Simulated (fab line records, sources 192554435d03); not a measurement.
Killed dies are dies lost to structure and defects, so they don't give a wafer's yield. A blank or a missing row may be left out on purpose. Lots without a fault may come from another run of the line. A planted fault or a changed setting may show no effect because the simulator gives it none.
Which tool did it? | flow n5_finfet | 24 lots, 72 wafers sampled, at 6 steps of a route of 1938

WHAT THE GAUGES READ, wafer by wafer
The record holds no reading of a measuring or inspecting step that can be judged against a usual standard deviation.

WHICH TOOL RAN EACH LOT (tool, then ch and the chambers of the sampled wafers, then the start)
lot  | N5_FIN_CUT_PRECLEAN_35            | N5_FIN_CUT_STRIP_22               | N5_STI_FIN_REVEAL_ALD_14         | N5_STI_FIN_REVEAL_ETCHBACK_08     | N5_DUMMY_GATE_ALD_02             | N5_DUMMY_GATE_STRIP_41
L074 | vapor_etch-01 ch 0,1, day 2 03:07 | rie_diel-06 ch 0,2, day 2 03:18   | ald_sin-03 ch 0,3, day 2 03:33   | rie_diel-03 ch 1,2,3, day 2 09:31 | ald_sin-03 ch 0,2,3, day 2 12:39 | rie_diel-05 ch 2,3, day 2 21:40
L075 | vapor_etch-01 ch 0,1, day 2 10:34 | rie_diel-06 ch 2,3, day 2 10:52   | ald_sin-03 ch 2,3, day 2 11:07   | rie_diel-02 ch 1,2,3, day 2 17:30 | ald_sin-01 ch 2,3, day 2 20:46   | rie_diel-05 ch 2,3, day 3 06:15
L076 | vapor_etch-02 ch 0,1, day 2 16:05 | rie_diel-06 ch 0,2,3, day 2 16:18 | ald_sin-02 ch 1,2,3, day 2 16:33 | rie_diel-02 ch 0,2, day 3 08:10   | ald_sin-04 ch 0,1,3, day 3 11:20 | rie_diel-06 ch 2,3, day 3 21:09
L077 | vapor_etch-02 ch 0,1, day 2 21:40 | rie_diel-01 ch 0,2,3, day 2 21:51 | ald_sin-01 ch 1,2,3, day 2 22:06 | rie_diel-04 ch 1,3, day 3 10:38   | ald_sin-01 ch 0,1,2, day 3 13:46 | rie_diel-05 ch 0,1,2, day 4 01:11
L078 | vapor_etch-01 ch 0,1, day 3 03:12 | rie_diel-01 ch 0,3, day 3 03:24   | ald_sin-01 ch 0,1,2, day 3 03:38 | rie_diel-02 ch 0,1,3, day 3 16:36 | ald_sin-01 ch 1,3, day 3 19:45   | rie_diel-06 ch 1,2, day 4 05:02
L079 | vapor_etch-01 ch 0,1, day 3 08:51 | rie_diel-06 ch 0,2,3, day 3 09:02 | ald_sin-02 ch 0,1,3, day 3 09:17 | rie_diel-03 ch 1,2,3, day 3 17:31 | ald_sin-01 ch 0,2, day 3 20:50   | rie_diel-01 ch 0,1,3, day 4 09:08
L080 | vapor_etch-01 ch 0,1, day 3 15:28 | rie_diel-06 ch 0,1,2, day 3 15:39 | ald_sin-01 ch 0,1,3, day 3 15:53 | rie_diel-02 ch 0,1,2, day 3 21:46 | ald_sin-04 ch 1,2,3, day 4 00:56 | rie_diel-05 ch 0,1,3, day 4 12:59
L081 | vapor_etch-01 ch 0,1, day 3 21:20 | rie_diel-01 ch 1,2, day 3 21:32   | ald_sin-02 ch 1,2,3, day 3 21:47 | rie_diel-02 ch 0,1,3, day 4 04:08 | ald_sin-03 ch 0,1,3, day 4 07:25 | rie_diel-05 ch 0,1, day 4 18:15
L082 | vapor_etch-01 ch 0,1, day 4 03:45 | rie_diel-06 ch 0,1, day 4 04:11   | ald_sin-01 ch 0,2, day 4 04:26   | rie_diel-04 ch 0,1,2, day 4 10:25 | ald_sin-04 ch 0,2,3, day 4 13:33 | rie_diel-06 ch 0,1,2, day 4 22:32
L083 | vapor_etch-01 ch 0,1, day 4 11:37 | rie_diel-01 ch 1,2, day 4 11:51   | ald_sin-01 ch 0,1,3, day 4 13:19 | rie_diel-03 ch 0,3, day 4 18:54   | ald_sin-04 ch 1,2,3, day 4 22:57 | rie_diel-01 ch 0,1,2, day 5 08:03
L084 | vapor_etch-01 ch 0,1, day 4 15:50 | rie_diel-06 ch 0,1,3, day 4 16:02 | ald_sin-01 ch 1,2,3, day 4 16:17 | rie_diel-03 ch 0,2,3, day 4 21:52 | ald_sin-01 ch 0,1,3, day 5 02:00 | rie_diel-06 ch 0,1,2, day 5 11:16
L085 | vapor_etch-02 ch 1, day 4 22:59   | rie_diel-05 ch 0,2,3, day 4 23:11 | ald_sin-01 ch 0,3, day 5 01:47   | rie_diel-03 ch 0,1,3, day 5 07:23 | ald_sin-03 ch 1,2, day 5 11:07   | rie_diel-05 ch 0,1,2, day 5 20:17
L086 | vapor_etch-02 ch 0,1, day 5 06:55 | rie_diel-05 ch 0,1,2, day 5 07:07 | ald_sin-01 ch 0,1,3, day 5 09:29 | rie_diel-04 ch 2,3, day 5 15:26   | ald_sin-01 ch 0,1, day 5 18:41   | rie_diel-01 ch 0,1,2, day 6 05:45
L087 | vapor_etch-02 ch 0,1, day 5 15:40 | rie_diel-06 ch 2,3, day 5 15:52   | ald_sin-03 ch 1,2,3, day 5 16:07 | rie_diel-02 ch 1,2, day 5 22:01   | ald_sin-04 ch 0,2,3, day 6 01:37 | rie_diel-06 ch 0,1, day 6 10:44
L088 | vapor_etch-01 ch 0,1, day 5 17:40 | rie_diel-05 ch 0,1,3, day 5 17:52 | ald_sin-02 ch 0,1,3, day 5 18:37 | rie_diel-03 ch 1,2,3, day 6 00:18 | ald_sin-01 ch 0,1,2, day 6 03:26 | rie_diel-06 ch 0,2,3, day 6 16:53
L089 | vapor_etch-01 ch 0,1, day 5 22:05 | rie_diel-06 ch 0,3, day 5 22:19   | ald_sin-02 ch 0,2,3, day 5 22:34 | rie_diel-02 ch 0,2,3, day 6 04:56 | ald_sin-04 ch 0,3, day 6 08:04   | rie_diel-01 ch 0,1,2, day 6 20:45
L090 | vapor_etch-02 ch 0,1, day 6 05:01 | rie_diel-05 ch 0,1, day 6 05:13   | ald_sin-02 ch 0,1,2, day 6 05:28 | rie_diel-02 ch 0,3, day 6 11:08   | ald_sin-03 ch 0,1,3, day 6 14:35 | rie_diel-06 ch 1,2,3, day 7 05:14
L091 | vapor_etch-01 ch 1, day 6 10:10   | rie_diel-05 ch 0,1,3, day 6 10:22 | ald_sin-02 ch 0,1, day 6 11:24   | rie_diel-04 ch 0,2,3, day 6 17:04 | ald_sin-04 ch 0,3, day 6 20:14   | rie_diel-05 ch 0,1,3, day 7 12:20
L092 | vapor_etch-02 ch 1, day 6 17:19   | rie_diel-05 ch 1,2,3, day 6 17:35 | ald_sin-02 ch 0,1,3, day 6 17:58 | rie_diel-02 ch 1,2,3, day 6 23:32 | ald_sin-04 ch 0,1,2, day 7 02:40 | rie_diel-05 ch 0,1,2, day 7 13:06
L093 | vapor_etch-02 ch 0,1, day 6 22:17 | rie_diel-01 ch 1,2,3, day 6 22:31 | ald_sin-01 ch 0,1,2, day 6 22:46 | rie_diel-03 ch 1,2,3, day 7 05:42 | ald_sin-01 ch 0,1,3, day 7 08:51 | rie_diel-01 ch 0,2,3, day 7 20:09
L094 | vapor_etch-01 ch 0,1, day 7 03:14 | rie_diel-06 ch 0,1,2, day 7 03:26 | ald_sin-03 ch 2,3, day 7 03:41   | rie_diel-04 ch 2,3, day 7 09:17   | ald_sin-04 ch 0,1,2, day 7 12:28 | rie_diel-01 ch 1,2,3, day 7 21:46
L095 | vapor_etch-01 ch 0,1, day 7 09:55 | rie_diel-06 ch 0,1,3, day 7 10:08 | ald_sin-01 ch 0,1,3, day 7 10:53 | rie_diel-03 ch 0,1,2, day 7 16:33 | ald_sin-03 ch 0,1,3, day 7 19:54 | rie_diel-01 ch 0,1,3, day 8 04:55
L096 | vapor_etch-02 ch 0,1, day 7 17:01 | rie_diel-05 ch 0,1,2, day 7 17:13 | ald_sin-01 ch 1,2,3, day 7 18:44 | rie_diel-02 ch 0,1,3, day 8 00:25 | ald_sin-04 ch 0,2,3, day 8 03:33 | rie_diel-05 ch 0,2,3, day 8 14:29
L097 | vapor_etch-01 ch 0,1, day 7 21:50 | rie_diel-05 ch 0,2, day 7 22:20   | ald_sin-01 ch 0,2,3, day 7 22:35 | rie_diel-02 ch 0,1, day 8 04:10   | ald_sin-04 ch 0,1,2, day 8 07:19 | rie_diel-06 ch 0,1,3, day 8 16:25
- N5_FIN_CUT_PRECLEAN_35: cleans in vHF, time 13.3 s.
- N5_FIN_CUT_STRIP_22: strips in N2/H2.
- N5_STI_FIN_REVEAL_ALD_14: deposits Si3N4, target thk 3 nm.
- N5_STI_FIN_REVEAL_ETCHBACK_08: etches SiO2 in C4F6/O2, target depth 30.5 nm, time 10.167 s.
- N5_DUMMY_GATE_ALD_02: deposits SiO2, target thk 2 nm, pulse time 1 s.
- N5_DUMMY_GATE_STRIP_41: strips in O2.

WHAT THE TOOLS THEMSELVES READ (means of the sampled wafers that have a number; where no wafer has one, the mark that the record gives instead)
N5_FIN_CUT_PRECLEAN_35. Usual: drypump_motor_current_A 5.6 A, standard deviation 0.51.
lot  | tool          | drypump_motor_current_A (A) | flag
L074 | vapor_etch-01 | 5.2                         |
L075 | vapor_etch-01 | 5.1                         |
L076 | vapor_etch-02 | 6.2                         |
L077 | vapor_etch-02 | 6.2                         |
L078 | vapor_etch-01 | 5.3                         |
L079 | vapor_etch-01 | 5.3                         |
L080 | vapor_etch-01 | 5.1                         |
L081 | vapor_etch-01 | 5.3                         |
L082 | vapor_etch-01 | 5.1                         |
L083 | vapor_etch-01 | 5.4                         |
L084 | vapor_etch-01 | 5.3                         |
L085 | vapor_etch-02 | 6.3                         |
L086 | vapor_etch-02 | 6.2                         |
L087 | vapor_etch-02 | 6.1                         |
L088 | vapor_etch-01 | 5.3                         |
L089 | vapor_etch-01 | 5.1                         |
L090 | vapor_etch-02 | 6.2                         |
L091 | vapor_etch-01 | 5.5                         |
L092 | vapor_etch-02 | 6.3                         |
L093 | vapor_etch-02 | 6.1                         |
L094 | vapor_etch-01 | 5.3                         |
L095 | vapor_etch-01 | 5.3                         |
L096 | vapor_etch-02 | 6.1                         |
L097 | vapor_etch-01 | 5.1                         |

N5_FIN_CUT_STRIP_22. Usual: drypump_motor_current_A 5.9 A, standard deviation 0.47; oes_product_au 0.77 a.u., standard deviation 0.063; rf_vpp_V 54.2 V, standard deviation 2.3; showerhead_plenum_p_Torr 3.36 Torr, standard deviation 0.13; throttle_valve_pct 18.9 %, standard deviation 0.35.
lot  | tool        | drypump_motor_current_A (A) | oes_product_au (a.u.) | rf_vpp_V (V) | showerhead_plenum_p_Torr (Torr) | throttle_valve_pct (%) | flag
L074 | rie_diel-06 | 5.4                         | 0.75                  | 53.9         | 3.23                            | 19.1                   |
L075 | rie_diel-06 | 6.3                         | 0.80                  | 52.8         | 3.40                            | 19.1                   |
L076 | rie_diel-06 | 5.9                         | 0.77                  | 50.8         | 3.31                            | 19.1                   |
L077 | rie_diel-01 | 5.9                         | 0.81                  | 54.8         | 3.43                            | 18.7                   |
L078 | rie_diel-01 | 5.7                         | 0.78                  | 53.4         | 3.52                            | 18.9                   |
L079 | rie_diel-06 | 5.9                         | 0.78                  | 53.2         | 3.31                            | 19.1                   |
L080 | rie_diel-06 | 5.7                         | 0.80                  | 52.7         | 3.32                            | 19.0                   |
L081 | rie_diel-01 | 6.4                         | 0.79                  | 55.0         | 3.33                            | 18.3                   |
L082 | rie_diel-06 | 5.2                         | 0.78                  | 52.9         | 3.26                            | 19.2                   |
L083 | rie_diel-01 | 6.3                         | 0.80                  | 57.7         | 3.42                            | 18.2                   |
L084 | rie_diel-06 | 5.7                         | 0.81                  | 53.4         | 3.35                            | 19.1                   |
L085 | rie_diel-05 | 5.6                         | 0.74                  | 54.3         | 3.40                            | 19.1                   |
L086 | rie_diel-05 | 5.7                         | 0.73                  | 53.3         | 3.30                            | 18.9                   |
L087 | rie_diel-06 | 6.3                         | 0.76                  | 54.7         | 3.35                            | 19.0                   |
L088 | rie_diel-05 | 5.8                         | 0.75                  | 55.9         | 3.31                            | 18.9                   |
L089 | rie_diel-06 | 5.9                         | 0.78                  | 55.2         | 3.33                            | 19.2                   |
L090 | rie_diel-05 | 5.7                         | 0.76                  | 53.9         | 3.23                            | 19.0                   |
L091 | rie_diel-05 | 5.8                         | 0.74                  | 54.5         | 3.31                            | 18.9                   |
L092 | rie_diel-05 | 5.9                         | 0.71                  | 54.6         | 3.38                            | 18.9                   |
L093 | rie_diel-01 | 6.2                         | 0.76                  | 54.6         | 3.40                            | 18.5                   |
L094 | rie_diel-06 | 5.7                         | 0.77                  | 53.5         | 3.31                            | 19.0                   |
L095 | rie_diel-06 | 5.7                         | 0.79                  | 51.1         | 3.34                            | 19.1                   |
L096 | rie_diel-05 | 5.8                         | 0.72                  | 53.4         | 3.29                            | 19.0                   |
L097 | rie_diel-05 | 5.6                         | 0.70                  | 55.7         | 3.37                            | 19.2                   |

N5_STI_FIN_REVEAL_ALD_14. Usual: heater_power_w 865 W, standard deviation 63.
lot  | tool       | heater_power_w (W) | flag
L074 | ald_sin-03 | 879                |
L075 | ald_sin-03 | 838                |
L076 | ald_sin-02 | 822                |
L077 | ald_sin-01 | 904                |
L078 | ald_sin-01 | 907                |
L079 | ald_sin-02 | 787                |
L080 | ald_sin-01 | 892                |
L081 | ald_sin-02 | 831                |
L082 | ald_sin-01 | 905                |
L083 | ald_sin-01 | 928                |
L084 | ald_sin-01 | 904                |
L085 | ald_sin-01 | 901                |
L086 | ald_sin-01 | 923                |
L087 | ald_sin-03 | 818                |
L088 | ald_sin-02 | 794                |
L089 | ald_sin-02 | 794                |
L090 | ald_sin-02 | 818                |
L091 | ald_sin-02 | 791                |
L092 | ald_sin-02 | 791                |
L093 | ald_sin-01 | 897                |
L094 | ald_sin-03 | 871                |
L095 | ald_sin-01 | 922                |
L096 | ald_sin-01 | 909                |
L097 | ald_sin-01 | 903                |

N5_STI_FIN_REVEAL_ETCHBACK_08. Usual: O2_flow_sccm 9.998 sccm, standard deviation 0.03; drypump_motor_current_A 5.7 A, standard deviation 0.43; oes_product_au 0.76 a.u., standard deviation 0.065; rf_vpp_V 670 V, standard deviation 15; showerhead_plenum_p_Torr 2.83 Torr, standard deviation 0.098; throttle_valve_pct 21.14 %, standard deviation 0.25.
lot  | tool        | O2_flow_sccm (sccm) | drypump_motor_current_A (A) | oes_product_au (a.u.) | rf_vpp_V (V) | showerhead_plenum_p_Torr (Torr) | throttle_valve_pct (%) | flag
L074 | rie_diel-03 | 10.025              | 5.5                         | 0.84                  | 660          | 2.83                            | 20.99                  |
L075 | rie_diel-02 | 9.978               | 5.7                         | 0.76                  | 677          | 2.93                            | 21.26                  |
L076 | rie_diel-02 | 10.025              | 5.2                         | 0.73                  | 667          | 2.87                            | 21.23                  |
L077 | rie_diel-04 | 9.973               | 6.3                         | 0.70                  | 660          | 2.85                            | 21.22                  |
L078 | rie_diel-02 | 9.994               | 5.7                         | 0.75                  | 678          | 2.85                            | 21.06                  |
L079 | rie_diel-03 | 10.022              | 5.5                         | 0.83                  | 660          | 2.82                            | 21.02                  |
L080 | rie_diel-02 | 10.000              | 5.6                         | 0.74                  | 676          | 2.87                            | 21.15                  |
L081 | rie_diel-02 | 9.988               | 5.7                         | 0.75                  | 678          | 2.85                            | 21.06                  |
L082 | rie_diel-04 | 9.976               | 6.2                         | 0.71                  | 666          | 2.74                            | 21.21                  |
L083 | rie_diel-03 | 10.023              | 5.6                         | 0.75                  | 659          | 2.79                            | 21.08                  |
L084 | rie_diel-03 | 9.987               | 5.6                         | 0.77                  | 661          | 2.81                            | 21.07                  |
L085 | rie_diel-03 | 10.007              | 5.6                         | 0.78                  | 656          | 2.80                            | 21.03                  |
L086 | rie_diel-04 | 9.964               | 6.1                         | 0.87                  | 682          | 2.85                            | 21.27                  |
L087 | rie_diel-02 | 9.978               | 5.9                         | 0.72                  | 682          | 2.95                            | 21.29                  |
L088 | rie_diel-03 | 10.005              | 5.5                         | 0.80                  | 660          | 2.82                            | 21.03                  |
L089 | rie_diel-02 | 9.997               | 5.4                         | 0.74                  | 670          | 2.84                            | 21.21                  |
L090 | rie_diel-02 | 10.002              | 5.4                         | 0.73                  | 671          | 2.75                            | 20.99                  |
L091 | rie_diel-04 | 9.974               | 6.2                         | 0.77                  | 679          | 2.77                            | 21.33                  |
L092 | rie_diel-02 | 10.001              | 5.7                         | 0.72                  | 676          | 2.92                            | 21.31                  |
L093 | rie_diel-03 | 9.994               | 5.5                         | 0.78                  | 660          | 2.81                            | 21.05                  |
L094 | rie_diel-04 | 9.997               | 6.1                         | 0.84                  | 681          | 2.85                            | 21.28                  |
L095 | rie_diel-03 | 9.990               | 5.4                         | 0.80                  | 673          | 2.85                            | 20.89                  |
L096 | rie_diel-02 | 9.991               | 5.7                         | 0.73                  | 678          | 2.83                            | 21.11                  |
L097 | rie_diel-02 | 10.007              | 5.6                         | 0.72                  | 678          | 2.78                            | 20.98                  |

N5_DUMMY_GATE_ALD_02. Usual: heater_power_w 512 W, standard deviation 56; precursor_pulse_height_rel 1.000, standard deviation 0.021.
lot  | tool       | heater_power_w (W) | precursor_pulse_height_rel | flag
L074 | ald_sin-03 | 472                | 0.993                      |
L075 | ald_sin-01 | 507                | 1.016                      |
L076 | ald_sin-04 | 495                | 0.994                      |
L077 | ald_sin-01 | 503                | 0.999                      |
L078 | ald_sin-01 | 522                | 0.992                      |
L079 | ald_sin-01 | 502                | 1.011                      |
L080 | ald_sin-04 | 516                | 1.003                      |
L081 | ald_sin-03 | 477                | 1.010                      |
L082 | ald_sin-04 | 566                | 1.007                      |
L083 | ald_sin-04 | 516                | 1.019                      |
L084 | ald_sin-01 | 519                | 0.990                      |
L085 | ald_sin-03 | 443                | 0.999                      |
L086 | ald_sin-01 | 516                | 1.000                      |
L087 | ald_sin-04 | 550                | 0.978                      |
L088 | ald_sin-01 | 511                | 0.989                      |
L089 | ald_sin-04 | 523                | 0.981                      |
L090 | ald_sin-03 | 468                | 1.015                      |
L091 | ald_sin-04 | 536                | 1.013                      |
L092 | ald_sin-04 | 539                | 0.996                      |
L093 | ald_sin-01 | 513                | 1.004                      |
L094 | ald_sin-04 | 542                | 1.006                      |
L095 | ald_sin-03 | 467                | 0.998                      |
L096 | ald_sin-04 | 560                | 0.999                      |
L097 | ald_sin-04 | 546                | 0.995                      |

N5_DUMMY_GATE_STRIP_41. Usual: drypump_motor_current_A 5.9 A, standard deviation 0.42; oes_product_au 0.76 a.u., standard deviation 0.058; rf_vpp_V 3.6 V, standard deviation 0.5; showerhead_plenum_p_Torr 2.10 Torr, standard deviation 0.084; throttle_valve_pct 16.67 %, standard deviation 0.26.
lot  | tool        | drypump_motor_current_A (A) | oes_product_au (a.u.) | rf_vpp_V (V) | showerhead_plenum_p_Torr (Torr) | throttle_valve_pct (%) | flag
L074 | rie_diel-05 | 5.7                         | 0.73                  | 3.5          | 2.19                            | 16.81                  |
L075 | rie_diel-05 | 5.7                         | 0.72                  | 3.3          | 2.18                            | 16.86                  |
L076 | rie_diel-06 | 6.3                         | 0.77                  | 3.6          | 2.12                            | 16.63                  |
L077 | rie_diel-05 | 5.7                         | 0.74                  | 3.5          | 2.06                            | 16.68                  |
L078 | rie_diel-06 | 6.0                         | 0.86                  | 3.3          | 2.13                            | 16.53                  |
L079 | rie_diel-01 | 5.8                         | 0.80                  | 3.7          | 2.21                            | 16.52                  |
L080 | rie_diel-05 | 5.8                         | 0.75                  | 3.5          | 2.06                            | 16.64                  |
L081 | rie_diel-05 | 5.9                         | 0.75                  | 3.7          | 2.00                            | 16.48                  |
L082 | rie_diel-06 | 5.7                         | 0.78                  | 3.7          | 2.08                            | 16.81                  |
L083 | rie_diel-01 | 6.1                         | 0.80                  | 3.1          | 2.15                            | 16.50                  |
L084 | rie_diel-06 | 5.7                         | 0.78                  | 4.0          | 2.08                            | 16.82                  |
L085 | rie_diel-05 | 5.7                         | 0.73                  | 3.5          | 2.06                            | 16.70                  |
L086 | rie_diel-01 | 6.1                         | 0.79                  | 4.3          | 2.15                            | 16.52                  |
L087 | rie_diel-06 | 5.5                         | 0.82                  | 3.7          | 2.09                            | 16.76                  |
L088 | rie_diel-06 | 5.9                         | 0.74                  | 3.8          | 2.07                            | 16.87                  |
L089 | rie_diel-01 | 6.1                         | 0.79                  | 3.7          | 2.15                            | 16.51                  |
L090 | rie_diel-06 | 6.1                         | 0.81                  | 3.4          | 2.12                            | 16.60                  |
L091 | rie_diel-05 | 5.8                         | 0.74                  | 3.8          | 2.06                            | 16.68                  |
L092 | rie_diel-05 | 5.7                         | 0.72                  | 3.4          | 2.06                            | 16.73                  |
L093 | rie_diel-01 | 5.9                         | 0.76                  | 3.6          | 2.13                            | 16.62                  |
L094 | rie_diel-01 | 6.1                         | 0.74                  | 3.7          | 2.12                            | 16.51                  |
L095 | rie_diel-01 | 5.8                         | 0.77                  | 4.0          | 2.20                            | 16.57                  |
L096 | rie_diel-05 | 5.6                         | 0.71                  | 3.4          | 2.11                            | 16.88                  |
L097 | rie_diel-06 | 5.7                         | 0.78                  | 3.9          | 2.08                            | 16.82                  |

THE ANSWER, worked out from the rows above alone
Rule: a lot is off if the mean of its wafers that have a number lies more than 3 standard deviations from the usual mean. A lot without any number at a reading at which 4 lots or more have one is off too. The other lots that the step has rows for count as sound. The gauges are gone through in route order, then the tools' own readings, and for those a lot's mean is taken as printed above. The first step at which some lot is off is used, and at that step the reading that is off furthest; a lot without a number counts as furthest.
No lot is off at any reading shown: from this, nothing can be told.

WHAT THE SIMULATOR HAD PUT IN
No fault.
